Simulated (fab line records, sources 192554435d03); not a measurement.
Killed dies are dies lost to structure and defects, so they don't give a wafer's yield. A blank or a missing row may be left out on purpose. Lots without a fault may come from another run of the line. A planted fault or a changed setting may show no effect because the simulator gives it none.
Which tool did it? | flow n5_finfet | 12 lots, 36 wafers sampled, at 4 steps of a route of 1938

WHAT THE GAUGES READ, wafer by wafer
N5_PASSIVATION_CD_MEAS_44: target cd 40000 nm. Usual: cd_nm 40001 nm, standard deviation 3.
lot  | measured     | on        | cd_nm (nm)        | flag
L477 | day 11 21:31 | cd_sem-02 | 40001 40001 40003 |
L478 | day 12 11:25 | cd_sem-02 | 39999 39999 39994 |
L481 | day 13 18:40 | cd_sem-03 | 40002 40003 40000 |
L482 | day 13 18:37 | cd_sem-03 | 40001 39999 40000 |
L483 | day 13 17:59 | cd_sem-03 | 40001 40000 40004 |
L484 | day 14 00:22 | cd_sem-03 | 40007 40007 40009 |
L485 | day 14 05:50 | cd_sem-02 | 39999 39999 39998 |
L486 | day 15 04:19 | cd_sem-03 | 40003 40003 40001 |
L487 | day 15 03:53 | cd_sem-01 | 39997 39996 39994 |
L498 | day 18 01:01 | cd_sem-02 | 40005 40004 40006 |
L499 | day 18 05:36 | cd_sem-02 | 39996 39998 39999 |
L500 | day 18 09:26 | cd_sem-03 | 40005 40003 40003 |

WHICH TOOL RAN EACH LOT (tool, then ch and the chambers of the sampled wafers, then the start)
lot  | N5_HKMG_FIN_ALD_21                 | N5_PASSIVATION_DEGAS_18      | N5_PASSIVATION_PRE_CLEAN_19
L477 | ald_metal-03 ch 1,2, day 4 09:51   | pvd_sputter-03, day 11 18:41 | pvd_sputter-03, day 11 18:43
L478 | ald_metal-01 ch 0,1,3, day 4 12:22 | pvd_sputter-01, day 12 08:20 | pvd_sputter-01, day 12 08:22
L481 | ald_metal-01 ch 0,1,2, day 5 06:23 | pvd_sputter-01, day 13 15:49 | pvd_sputter-01, day 13 15:52
L482 | ald_metal-03 ch 0,3, day 5 15:54   | pvd_sputter-02, day 13 15:47 | pvd_sputter-02, day 13 15:49
L483 | ald_metal-03 ch 1,2,3, day 5 20:36 | pvd_sputter-01, day 13 15:24 | pvd_sputter-01, day 13 15:26
L484 | ald_metal-03 ch 0,2,3, day 6 04:16 | pvd_sputter-03, day 13 21:43 | pvd_sputter-03, day 13 21:45
L485 | ald_metal-01 ch 0,3, day 6 06:55   | pvd_sputter-03, day 14 03:09 | pvd_sputter-03, day 14 03:11
L486 | ald_metal-03 ch 1,2, day 6 15:22   | pvd_sputter-02, day 15 01:43 | pvd_sputter-02, day 15 01:45
L487 | ald_metal-03 ch 0,1,3, day 6 18:03 | pvd_sputter-03, day 15 01:13 | pvd_sputter-03, day 15 01:15
L498 | ald_metal-01 ch 1,2, day 9 11:37   | pvd_sputter-02, day 17 21:07 | pvd_sputter-02, day 17 21:10
L499 | ald_metal-04 ch 0,1,2, day 9 20:07 | pvd_sputter-02, day 18 01:26 | pvd_sputter-02, day 18 01:29
L500 | ald_metal-04 ch 0,2,3, day 9 23:48 | pvd_sputter-02, day 18 06:14 | pvd_sputter-02, day 18 06:17
- N5_HKMG_FIN_ALD_21: deposits TiN, target thk 1.5 nm, pulse time 1 s, purge time 3 s.
- N5_PASSIVATION_DEGAS_18: time 60 s.
- N5_PASSIVATION_PRE_CLEAN_19

WHAT THE TOOLS THEMSELVES READ (means of the sampled wafers that have a number; where no wafer has one, the mark that the record gives instead)
N5_HKMG_FIN_ALD_21. Usual: heater_power_outer_w 568 W, standard deviation 67; heater_power_w 898 W, standard deviation 100; precursor_pulse_height_rel 1.000, standard deviation 0.019.
lot  | tool         | heater_power_outer_w (W) | heater_power_w (W) | precursor_pulse_height_rel | flag
L477 | ald_metal-03 | 568                      | 879                | 0.990                      |
L478 | ald_metal-01 | 548                      | 916                | 1.003                      |
L481 | ald_metal-01 | 595                      | 973                | 1.011                      |
L482 | ald_metal-03 | 522                      | 785                | 0.980                      |
L483 | ald_metal-03 | 554                      | 872                | 1.007                      |
L484 | ald_metal-03 | 581                      | 901                | 0.974                      |
L485 | ald_metal-01 | 535                      | 853                | 0.994                      |
L486 | ald_metal-03 | 571                      | 883                | 0.997                      |
L487 | ald_metal-03 | 530                      | 812                | 1.009                      |
L498 | ald_metal-01 | 599                      | 959                | 1.023                      |
L499 | ald_metal-04 | 584                      | 914                | 1.010                      |
L500 | ald_metal-04 | 544                      | 871                | 0.996                      |

N5_PASSIVATION_DEGAS_18. Usual: heater_power_w 470 W, standard deviation 51.
lot  | tool           | heater_power_w (W) | flag
L477 | pvd_sputter-03 | 453                |
L478 | pvd_sputter-01 | 494                |
L481 | pvd_sputter-01 | 449                |
L482 | pvd_sputter-02 | 413                |
L483 | pvd_sputter-01 | 509                |
L484 | pvd_sputter-03 | 474                |
L485 | pvd_sputter-03 | 503                |
L486 | pvd_sputter-02 | 435                |
L487 | pvd_sputter-03 | 474                |
L498 | pvd_sputter-02 | 447                |
L499 | pvd_sputter-02 | 479                |
L500 | pvd_sputter-02 | 483                |

N5_PASSIVATION_PRE_CLEAN_19. Usual: heater_power_w 469 W, standard deviation 52.
lot  | tool           | heater_power_w (W) | flag
L477 | pvd_sputter-03 | 459                |
L478 | pvd_sputter-01 | 501                |
L481 | pvd_sputter-01 | 452                |
L482 | pvd_sputter-02 | 413                |
L483 | pvd_sputter-01 | 517                |
L484 | pvd_sputter-03 | 472                |
L485 | pvd_sputter-03 | 509                |
L486 | pvd_sputter-02 | 436                |
L487 | pvd_sputter-03 | 475                |
L498 | pvd_sputter-02 | 448                |
L499 | pvd_sputter-02 | 474                |
L500 | pvd_sputter-02 | 482                |

THE ANSWER, worked out from the rows above alone
Rule: a lot is off if the mean of its wafers that have a number lies more than 3 standard deviations from the usual mean. A lot without any number at a reading at which 4 lots or more have one is off too. The other lots that the step has rows for count as sound. The gauges are gone through in route order, then the tools' own readings, and for those a lot's mean is taken as printed above. The first step at which some lot is off is used, and at that step the reading that is off furthest; a lot without a number counts as furthest.
No lot is off at any reading shown: from this, nothing can be told.

WHAT THE SIMULATOR HAD PUT IN
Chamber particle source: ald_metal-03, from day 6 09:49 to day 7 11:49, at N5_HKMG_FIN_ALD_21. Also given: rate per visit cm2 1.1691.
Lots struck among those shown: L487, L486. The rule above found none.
